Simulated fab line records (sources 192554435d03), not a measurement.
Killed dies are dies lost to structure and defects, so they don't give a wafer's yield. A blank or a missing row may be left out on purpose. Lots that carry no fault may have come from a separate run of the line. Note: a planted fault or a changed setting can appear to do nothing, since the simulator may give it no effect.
Chamber matching || flow n5-finfet || rie-diel-04 running N5_FIN_SAQP_ETCH_52: 4 sister chambers
The step etches SOC in N2/H2, target depth 100 nm, overetch 20 nm, time 150 s. 8 wafers are shown with their chamber, then 9 later ones without.

== WAFERS WITH THEIR CHAMBER ==
{"wafer": "L076.1", "chamber": 2, "drypump-motor-current-A (A)": 5.4, "showerhead-plenum-p-Torr (Torr)": 2.65}
{"wafer": "L083.4", "chamber": 0, "drypump-motor-current-A (A)": 6.4, "showerhead-plenum-p-Torr (Torr)": 2.41}
{"wafer": "L086.1", "chamber": 0, "drypump-motor-current-A (A)": 6.4, "showerhead-plenum-p-Torr (Torr)": 2.41}
{"wafer": "L086.4", "chamber": 3, "drypump-motor-current-A (A)": 6.5, "showerhead-plenum-p-Torr (Torr)": 2.65}
{"wafer": "L086.6", "chamber": 1, "drypump-motor-current-A (A)": 5.3, "showerhead-plenum-p-Torr (Torr)": 2.57}
{"wafer": "L087.2", "chamber": 3, "drypump-motor-current-A (A)": 6.5, "showerhead-plenum-p-Torr (Torr)": 2.65}
{"wafer": "L087.3", "chamber": 2, "drypump-motor-current-A (A)": 5.5, "showerhead-plenum-p-Torr (Torr)": 2.64}
{"wafer": "L087.5", "chamber": 1, "drypump-motor-current-A (A)": 5.3, "showerhead-plenum-p-Torr (Torr)": 2.57}

== WAFERS WITH NO CHAMBER GIVEN ==
{"wafer": "L091.1", "drypump-motor-current-A (A)": 6.4, "showerhead-plenum-p-Torr (Torr)": 2.40}
{"wafer": "L091.4", "drypump-motor-current-A (A)": 6.5, "showerhead-plenum-p-Torr (Torr)": 2.64}
{"wafer": "L091.6", "drypump-motor-current-A (A)": 6.4, "showerhead-plenum-p-Torr (Torr)": 2.40}
{"wafer": "L093.1", "drypump-motor-current-A (A)": 5.3, "showerhead-plenum-p-Torr (Torr)": 2.57}
{"wafer": "L093.3", "drypump-motor-current-A (A)": 5.5, "showerhead-plenum-p-Torr (Torr)": 2.63}
{"wafer": "L093.5", "drypump-motor-current-A (A)": 5.3, "showerhead-plenum-p-Torr (Torr)": 2.57}
{"wafer": "L097.4", "drypump-motor-current-A (A)": 6.5, "showerhead-plenum-p-Torr (Torr)": 2.64}
{"wafer": "L097.5", "drypump-motor-current-A (A)": 6.5, "showerhead-plenum-p-Torr (Torr)": 2.64}
{"wafer": "L097.6", "drypump-motor-current-A (A)": 6.4, "showerhead-plenum-p-Torr (Torr)": 2.72}

== THE CHAMBER EACH PASSED THROUGH ==
{"wafer": "L091.1", "from the rows above": 0, "in truth": 0}
{"wafer": "L091.4", "from the rows above": 3, "in truth": 3}
{"wafer": "L091.6", "from the rows above": 0, "in truth": 0}
{"wafer": "L093.1", "from the rows above": 1, "in truth": 1}
{"wafer": "L093.3", "from the rows above": 2, "in truth": 2}
{"wafer": "L093.5", "from the rows above": 1, "in truth": 1}
{"wafer": "L097.4", "from the rows above": 3, "in truth": 3}
{"wafer": "L097.5", "from the rows above": 3, "in truth": 3}
{"wafer": "L097.6", "from the rows above": 3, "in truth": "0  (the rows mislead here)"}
Correct placement for 8 of the 9. Not placeable from these rows: 0. Number placed wrongly: 1.
How it was worked out, from the rows above alone: a wafer's distance from a chamber is the root of the sum, over the readings, of the square of ((its reading less the chamber's mean) divided by the reading's scatter). If the next closest chamber is less than 2 further off than the closest, the wafer can't be placed; otherwise it belongs to the closest. Each chamber's mean is taken over the wafers shown for it. The scatter is the square root of a quotient: the sum, over the shown wafers, of each reading's squared deviation from its chamber's mean, divided by wafers minus chambers.
